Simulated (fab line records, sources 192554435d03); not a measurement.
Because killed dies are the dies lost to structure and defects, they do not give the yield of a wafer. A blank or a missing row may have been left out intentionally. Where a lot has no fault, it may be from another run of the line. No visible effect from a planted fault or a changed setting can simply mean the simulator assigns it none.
Code-filled problem report in 8D (eight disciplines) form | flow n5-finfet | the parts of the form that need people (team, actions taken, sign-off) are left out

1. PROBLEM STATEMENT
At N5_BEOL_M2_ETCH_64, oes-product-au averages 0.31 a.u. over 9 wafers from 3 lots, while fault-free wafers read 0.61 a.u., standard deviation 0.064. That puts it -4.6 standard deviations away from the usual mean.
The step: etches SOC in N2/H2, target depth 75 nm, overetch 22.5 nm, time 121.9 s.
Seen first at day 7 20:27 on rie-diel-04, wafer L659.1. At this step, 45 wafers from 15 lots have a number in the record. Rule for "out" (also "out of limits"): further than 4 standard deviations from the usual mean. The other wafers with a number count as sound.

2. WHAT THIS IS AND IS NOT
question                    | is                     | is not
which readings at this step | oes-product-au         | chamber-pressure-mTorr, drypump-motor-current-A, rf-vpp-V, showerhead-plenum-p-Torr, temp-c, throttle-valve-pct
which lots                  | L659, L660, L661       | L656, L657, L658, L663, L669, L670, L671, L672, L674, L675, L677, L678
which wafers of those lots  | all that have a number | -
read on which tools         | rie-diel-04            | rie-diel-01, rie-diel-06
when                        | from day 7 20:27       | up to then (9 sound wafers); but 27 sound wafers of L663, L669, L670, L671, L672, L674, L675, L677, L678 came after

3. SUSPECTS, AND WHAT RULES EACH OUT
Counting: a tool at any process step up to the reading remains a suspect when it ran all the lots that are out and ran no sound lot after the first of those.
- rie-diel-04 at N5_BEOL_M2_ETCH_63 (etches SiARC in CF4, target depth 15.6 nm, time 26 s): ruled out as a lasting fault. Following L659 (day 7 20:25), the first lot on it that is out, the sound lots L670, L674, L677 were run on it.
- rie-diel-04 at N5_BEOL_M2_ETCH_64 (etches SOC in N2/H2, target depth 75 nm, overetch 22.5 nm, time 121.9 s): ruled out as a lasting fault. Following L659 (day 7 20:27), the first lot on it that is out, the sound lots L670, L674, L677 were run on it.
Left after counting: nothing in the record.

4. THE CAUSE (what the simulator had put in)
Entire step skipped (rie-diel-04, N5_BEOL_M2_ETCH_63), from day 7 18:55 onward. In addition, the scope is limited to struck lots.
Counting ruled it out, wrongly.

5. THE EFFECT CHAIN, in route order
Rows list readings where the struck wafers' mean (over those with a number) sits beyond 3 standard deviations from the usual. Only readings for which the record gives a usual standard deviation are gone through. hours: the time from each lot's start at the first step in this table that gives one to its start at this step, as a median over the lots. sigmas: the change in usual standard deviations.
hours | step                  | reading            | usual     | on struck wafers | change | sigmas
0     | N5_BEOL_M2_ETCH_64    | oes-product-au     | 0.61 a.u. | 0.31             | -0.30  | -4.6
0     | N5_BEOL_M2_HM_OPEN_17 | oes-product-au     | 0.69 a.u. | 0.29             | -0.40  | -6.9
0     | N5_BEOL_M2_HM_OPEN_17 | throttle-valve-pct | 22.03 %   | 22.75            | +0.72  | +4.5
It contains these process steps:
- N5_BEOL_M2_ETCH_64: etches SOC in N2/H2, target depth 75 nm, overetch 22.5 nm, time 121.9 s.
- N5_BEOL_M2_HM_OPEN_17: chemistry Cl2/BCl3, target TiN, target depth 20 nm, overetch 6 nm.
Readings that are blank on the struck wafers while sound wafers have them: bias-w at N5_BEOL_M2_ETCH_63; cf4-flow-sccm at N5_BEOL_M2_ETCH_63; drypump-motor-current-A at N5_BEOL_M2_ETCH_63; etch-rf-on-time-s at N5_BEOL_M2_ETCH_63; oes-product-au at N5_BEOL_M2_ETCH_63; rf-vpp-V at N5_BEOL_M2_ETCH_63; showerhead-plenum-p-Torr at N5_BEOL_M2_ETCH_63; throttle-valve-pct at N5_BEOL_M2_ETCH_63; and 1 more.

6. HOW IT WOULD HAVE BEEN CAUGHT EARLIER
In this record no reading fell out of limits until day 7 20:27, 2 hours after the fault had begun at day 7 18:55.
At N5_BEOL_M2_ETCH_63 the tool's readings are blank on the struck wafers, where sound wafers have them: an empty tool record is the first sign, and it was there at once.
